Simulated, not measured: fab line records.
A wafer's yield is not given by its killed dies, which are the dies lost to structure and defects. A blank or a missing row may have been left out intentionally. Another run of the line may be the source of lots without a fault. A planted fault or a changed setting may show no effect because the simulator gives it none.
A struck lot beside a sound one + flow n5_finfet + 14 steps out of a route of 1938
Sound: the wafers L192.2, L192.4, L192.5. Struck: wafer L203.1 (left out: L203.5, a lot-mate that was not struck); the cause follows at the end.
Order at every step that has rows: each side's tool, ch and its chambers, its first start. Under that, the readings that differ: sound wafers + struck wafers + difference of the means + sigmas: that difference in standard deviations of wafers without a fault.
alike: readings whose means differ by less than 2 such deviations, and words and numbers that are the same on both sides. not compared: withheld readings, readings that some wafer has no value for, bounds like >300 that may hide the same value, and numbers for which the record gives no deviation and whose values overlap.
A row with sigmas, a row that says differs or no value, or rows on one side alone: a step with any of these is where the two part. Non-overlapping numbers with no deviation appear without sigmas and do not part them. A reading missing from all wafers of one side parts the sides only when that side holds two or more wafers.

N5_BEOL_M14_OCD_MEAS_35:
  struck on ocd-01, day 16 10:24; sound on ocd-02, day 13 20:51
  alike: trench_depth_nm
N5_BEOL_M14_STRIP_37: strips in O2.
  sound on rie_diel-02 ch 0,3, day 14 03:22; struck on rie_diel-01 ch 3, day 16 15:26
  alike: drypump_motor_current_A, oes_product_au, rf_vpp_V, showerhead_plenum_p_Torr, throttle_valve_pct
  not compared: rf_hours_counter_h
N5_BEOL_M14_ETCH_38: etches SiCN in CF4/N2, target depth 106.5 nm, time 120.6 s.
  sound: rie_diel-02 ch 0,3; struck: rie_diel-01 ch 3
| reading      | sound             | struck | difference | sigmas |
|--------------|-------------------|--------|------------|--------|
| rf_vpp_V (V) | 380.9 382.8 383.2 | 386.8  | +4.5       | +2     |
  alike: drypump_motor_current_A, oes_product_au, showerhead_plenum_p_Torr, throttle_valve_pct
  not compared: rf_hours_counter_h
then, 2 steps without rows for these wafers: N5_BEOL_M14_PRECLEAN_39 (cleans in residue remover, time 60 s); N5_BEOL_M14_SRD_40 (time 30 s, dry time 30 s).
N5_BEOL_M14_DEGAS_41: time 60 s.
  struck on pvd_sputter-03, day 16 15:51; sound on pvd_sputter-03, day 14 04:01
  alike: heater_power_w
then, 3 steps without rows for these wafers: N5_BEOL_M14_PRE_CLEAN_42 (time 30 s); N5_BEOL_M14_SPUTTER_43 (material TaN, target thk 15 nm, time 24.19 s); N5_BEOL_M14_SPUTTER_44 (material Ta, target thk 15 nm, time 24.19 s).
N5_BEOL_M14_SPUTTER_45: material Cu, target thk 100 nm, time 16.67 s.
  struck on pvd_sputter-03, day 16 16:05; sound on pvd_sputter-03, day 14 04:16
| reading              | sound                | struck | difference | sigmas |
|----------------------|----------------------|--------|------------|--------|
| substrate_temp_c (C) | -19.94 -19.85 -20.05 | -20.13 | -0.18      | -2     |
  alike: throttle_valve_pct
then, 1 step without rows for these wafers: N5_BEOL_M14_ECD_47 (material Cu, target thk 1248 nm).
N5_BEOL_M14_ANNEAL_48: time 90 s.
  sound on rtp_anneal-01 ch 0, day 14 04:37; struck on rtp_anneal-02 ch 0, day 16 16:23
| reading          | sound             | struck | difference | sigmas |
|------------------|-------------------|--------|------------|--------|
| wafer_temp_C_max | 226.1 226.0 225.6 | 226.7  | +0.8       | +2     |
N5_BEOL_M14_CMP_49: polishes, stops on SiO2, t overpolish 5.2 s, target thk 560 nm.
  sound on cmp-01 ch 0,1, day 14 04:52; struck on cmp-01 ch 1, day 16 16:49
| reading                      | sound             | struck | difference | sigmas |
|------------------------------|-------------------|--------|------------|--------|
| barrier_field_endpoint_s (s) | 12.06 11.54 12.01 | 6.60   | -5.27      | -18    |
| time_to_endpoint_s (s)       | 135 122 130       | 73     | -56        | -12    |
  alike: motor_current_A, overpolish_run_s
N5_PASSIVATION_PROBE_49:
  struck on prober-01, day 17 14:10; sound on prober-01, day 15 00:35
| reading                | sound | struck | difference | sigmas |
|------------------------|-------|--------|------------|--------|
| sort_bin_4_leakage (%) | 0 0 0 | 0.25   | +0.25      | +8     |
  alike: defect_limited_yield, killed_at_M0_to_M3, killed_at_M4_up, killed_at_contacts, killed_at_front_end, killed_at_other, killed_dies, killed_open, killed_short, sort_bin_5_function, sort_bin_6_memory, sort_n_pass, sort_yield_pct

WHERE THEY PART
At N5_BEOL_M14_ETCH_38 first; at N5_PASSIVATION_PROBE_49 last (within this record only).

WHY: what had been put in by the simulator
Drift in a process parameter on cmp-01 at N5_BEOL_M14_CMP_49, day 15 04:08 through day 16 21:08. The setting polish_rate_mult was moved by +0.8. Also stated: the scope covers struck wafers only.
